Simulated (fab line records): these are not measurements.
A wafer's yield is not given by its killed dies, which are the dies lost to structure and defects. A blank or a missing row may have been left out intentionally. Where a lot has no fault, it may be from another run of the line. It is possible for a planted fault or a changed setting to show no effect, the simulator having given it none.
Which tool is to blame? ; flow nand-harc ; 39 wafers from 13 lots sampled at 5 of the route's 1302 steps

WHAT THE GAUGES SHOWED, per wafer
NHARC_END_SORT_01. Usual: killed-at-array 46, standard deviation 15; killed-at-other 1.0, standard deviation 1.3; killed-at-periphery 4, standard deviation 3; killed-dies 51, standard deviation 15; killed-open 3.2, standard deviation 1.8; killed-short 2.5, standard deviation 1.5.
lot;measured;on;killed-at-array;killed-at-other;killed-at-periphery;killed-dies;killed-open;killed-short;flag
L582;day 31 19:50;prober-01;76 79 64;0 4 1;2 3 4;78 86 69;1 7 5;5 3 2;

TOOL THAT RAN EACH LOT (tool first, then ch and the chambers of the sampled wafers, then the start)
lot;NHARC_A_WL_FILL_RTA_01;NHARC_A_WL_FILL_ALD_10;NHARC_A_WL_FILL_ETCHBACK_26;NHARC_A_CONTACT_DEP_24
L566;rtp-anneal-02 ch 0, day 20 20:43;ald-hk-03 ch 2,3, day 21 03:25;rie-si-05 ch 1,2,3, day 21 13:28;pecvd-02 ch 0,1,2, day 21 14:40
L568;rtp-anneal-01 ch 0, day 21 03:07;ald-hk-03 ch 0,1, day 21 14:23;rie-si-04 ch 2,3, day 22 00:15;pecvd-02 ch 0,2, day 22 01:50
L569;rtp-anneal-02 ch 0, day 22 18:15;ald-hk-03 ch 0,1,3, day 23 01:42;rie-si-05 ch 1,2,3, day 23 10:44;pecvd-04 ch 1,2, day 23 11:57
L573;rtp-anneal-02 ch 0, day 23 14:53;ald-hk-01 ch 0,2,3, day 23 21:34;rie-si-04 ch 0,1,3, day 24 07:36;pecvd-02 ch 0,2, day 24 08:55
L572;rtp-anneal-01 ch 0, day 24 04:39;ald-hk-03 ch 0,1,2, day 24 12:11;rie-si-01 ch 1,2,3, day 24 22:17;pecvd-04 ch 0,1, day 24 23:45
L577;rtp-anneal-01 ch 0, day 25 00:26;ald-hk-04 ch 1,2,3, day 25 08:02;rie-si-01 ch 1,2,3, day 25 16:58;pecvd-01 ch 0,1,2, day 25 18:20
L582;rtp-anneal-02 ch 0, day 27 09:56;ald-hk-03 ch 1,2,3, day 27 19:47;rie-si-04 ch 0,2,3, day 28 05:49;pecvd-02 ch 0,1,2, day 28 07:04
L584;rtp-anneal-01 ch 0, day 28 02:56;ald-hk-03 ch 0,1, day 28 09:43;rie-si-01 ch 0,1,3, day 28 19:20;pecvd-01 ch 0,1, day 28 20:30
L583;rtp-anneal-02 ch 0, day 28 02:56;ald-hk-04 ch 0,1,2, day 28 10:07;rie-si-04 ch 0,1,3, day 28 19:19;pecvd-04 ch 0,1,2, day 28 20:35
L585;rtp-anneal-02 ch 0, day 28 08:05;ald-hk-04 ch 0,3, day 28 16:03;rie-si-01 ch 1,2, day 29 02:05;pecvd-04 ch 0,1,2, day 29 03:23
L587;rtp-anneal-02 ch 0, day 29 05:51;ald-hk-03 ch 0,1, day 29 12:39;rie-si-01 ch 0,2, day 29 22:38;pecvd-04 ch 0,1, day 29 23:58
L588;rtp-anneal-01 ch 0, day 29 06:01;ald-hk-04 ch 1,2,3, day 29 13:10;rie-si-05 ch 1,2,3, day 29 22:38;pecvd-01 ch 0,1,2, day 29 23:51
L586;rtp-anneal-01 ch 0, day 29 09:41;ald-hk-01 ch 0,3, day 29 16:28;rie-si-05 ch 1,2,3, day 30 02:29;pecvd-02 ch 0,1, day 30 03:47
- NHARC_A_WL_FILL_RTA_01: time 5 s.
- NHARC_A_WL_FILL_ALD_10: deposits SiO2, target thk 50 nm, pulse time 10 s, ald cycles 500.
- NHARC_A_WL_FILL_ETCHBACK_26: etches the open film in HBr, target depth 52 nm, time 13.3 s.
- NHARC_A_CONTACT_DEP_24: deposits SiO2, target thk 500 nm.

AS READ BY THE TOOLS THEMSELVES (means over the sampled wafers that have a number; for cases with no such wafer, the mark the record gives instead)
NHARC_A_WL_FILL_RTA_01. Usual: lamp-power-pct 31.0 %, standard deviation 1.8; lamp_zone_7_pct 31.5 %, standard deviation 1.8; wafer_temp_C_max 1003.5, standard deviation 0.92.
lot;tool;lamp-power-pct (%);lamp_zone_7_pct (%);wafer_temp_C_max;flag
L566;rtp-anneal-02;29.1;29.5;1002.6;
L568;rtp-anneal-01;32.6;33.1;1004.6;
L569;rtp-anneal-02;29.1;29.5;1002.7;
L573;rtp-anneal-02;29.1;29.5;1003.0;
L572;rtp-anneal-01;32.6;33.1;1004.8;
L577;rtp-anneal-01;32.6;33.1;1004.3;
L582;rtp-anneal-02;29.1;29.6;1002.5;
L584;rtp-anneal-01;32.6;33.1;1003.7;
L583;rtp-anneal-02;29.0;29.5;1002.8;
L585;rtp-anneal-02;29.1;29.6;1002.8;
L587;rtp-anneal-02;29.1;29.5;1004.0;
L588;rtp-anneal-01;32.6;33.1;1003.8;
L586;rtp-anneal-01;32.6;33.1;1003.9;

NHARC_A_WL_FILL_ALD_10. Usual: heater-power-w 462 W, standard deviation 61; precursor-pulse-height-rel 1.002, standard deviation 0.019.
lot;tool;heater-power-w (W);precursor-pulse-height-rel;flag
L566;ald-hk-03;525;1.008;
L568;ald-hk-03;461;0.995;
L569;ald-hk-03;507;0.998;
L573;ald-hk-01;509;1.011;
L572;ald-hk-03;445;0.991;
L577;ald-hk-04;417;1.014;
L582;ald-hk-03;492;0.990;
L584;ald-hk-03;494;0.982;
L583;ald-hk-04;419;0.990;
L585;ald-hk-04;439;0.998;
L587;ald-hk-03;479;0.998;
L588;ald-hk-04;413;1.011;
L586;ald-hk-01;479;1.008;

NHARC_A_WL_FILL_ETCHBACK_26. Usual: drypump-motor-current-A 5.7 A, standard deviation 0.47; oes-product-au 1.000 a.u., standard deviation 0.016; run-length-s 34.3 s, standard deviation 0.4; throttle-valve-pct 23.266 %, standard deviation 0.0094.
lot;tool;drypump-motor-current-A (A);oes-product-au (a.u.);run-length-s (s);throttle-valve-pct (%);flag
L566;rie-si-05;5.4;0.992;34.3;23.272;
L568;rie-si-04;6.2;0.996;34.6;23.269;
L569;rie-si-05;5.4;0.995;34.0;23.257;
L573;rie-si-04;6.1;0.995;34.6;23.263;
L572;rie-si-01;5.6;1.013;34.1;23.268;
L577;rie-si-01;5.6;1.000;34.1;23.270;
L582;rie-si-04;5.9;0.996;33.4;23.256;
L584;rie-si-01;5.8;0.996;34.1;23.277;
L583;rie-si-04;6.1;1.008;33.2;23.280;
L585;rie-si-01;5.3;1.004;33.9;23.266;
L587;rie-si-01;5.9;1.011;34.1;23.272;
L588;rie-si-05;5.4;0.988;34.6;23.265;
L586;rie-si-05;5.4;0.983;34.2;23.274;

NHARC_A_CONTACT_DEP_24. Usual: heater-power-w 549 W, standard deviation 82; throttle-valve-pct 16.1 %, standard deviation 0.62.
lot;tool;heater-power-w (W);throttle-valve-pct (%);flag
L566;pecvd-02;558;16.1;
L568;pecvd-02;523;16.0;
L569;pecvd-04;577;16.1;
L573;pecvd-02;495;15.7;
L572;pecvd-04;464;15.8;
L577;pecvd-01;531;16.2;
L582;pecvd-02;582;16.1;
L584;pecvd-01;565;15.9;
L583;pecvd-04;545;15.7;
L585;pecvd-04;568;15.8;
L587;pecvd-04;566;15.9;
L588;pecvd-01;555;15.9;
L586;pecvd-02;571;16.4;

THE ANSWER, worked out from the rows above alone
Rule: a lot is off if the mean of its wafers that have a number lies more than 3 standard deviations from the usual mean. A lot without any number at a reading at which 4 lots or more have one is off too. The other lots that the step has rows for count as sound. Order of review: gauges by route order, followed by the tools' own readings, for which a lot's mean as printed above is used. At the first step where some lot is off, the reading lying furthest off is the one used; lots without a number count as furthest.
Nothing can be told from this: no lot is off at any reading shown.

WHAT THE SIMULATOR HAD PUT IN
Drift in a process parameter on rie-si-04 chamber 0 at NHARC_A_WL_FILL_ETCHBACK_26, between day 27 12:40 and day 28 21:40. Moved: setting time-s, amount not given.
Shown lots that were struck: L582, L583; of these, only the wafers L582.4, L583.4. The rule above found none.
